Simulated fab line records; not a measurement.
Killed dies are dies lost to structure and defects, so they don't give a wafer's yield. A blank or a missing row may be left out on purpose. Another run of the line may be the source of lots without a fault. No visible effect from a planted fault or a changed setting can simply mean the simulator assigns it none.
Chamber matching | flow nand-harc | NHARC_A_CONTACT_DESCUM_74 on rie-diel-13 has 4 sister chambers
The step chemistry O2, time 3 s. 4 wafers are shown with their chamber, then 8 later ones without.

WAFERS, EACH WITH ITS CHAMBER
wafer  | chamber | drypump-motor-current-A (A)
L651.6 | 1       | 5.6
L655.1 | 0       | 5.7
L655.2 | 3       | 5.9
L659.1 | 2       | 5.9

WAFERS WITHOUT THEIR CHAMBER
wafer  | drypump-motor-current-A (A)
L659.3 | 5.6
L659.4 | 5.9
L661.1 | 5.6
L661.3 | 5.7
L661.6 | 5.9
L662.3 | 5.8
L662.5 | 5.6
L662.6 | 5.7

WHICH CHAMBER EACH WENT THROUGH
wafer  | from the rows above          | in truth
L659.3 | 1                            | 1
L659.4 | can't be placed: 2 or 3      | 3
L661.1 | 1                            | 1
L661.3 | 0                            | 0
L661.6 | can't be placed: 2 or 3      | 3
L662.3 | can't be placed: 0 or 2 or 3 | 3
L662.5 | 1                            | 1
L662.6 | 0                            | 0
Correctly placed: 5 of 8. Unplaceable from these rows: 3, with the true chamber sitting among the candidates in 3. Placed wrongly: 0.
How it was worked out, from the rows above alone: a wafer's distance from a chamber is the root of the sum, over the readings, of the square of ((its reading less the chamber's mean) divided by the reading's scatter). The wafer belongs to the nearest chamber; if the next one is less than 2 further off, it can't be placed. The mean given for a chamber averages the wafers shown for that chamber. The scatter: root of mean squared gap, hidden wafer to nearest shown wafer, with one shown wafer a chamber.
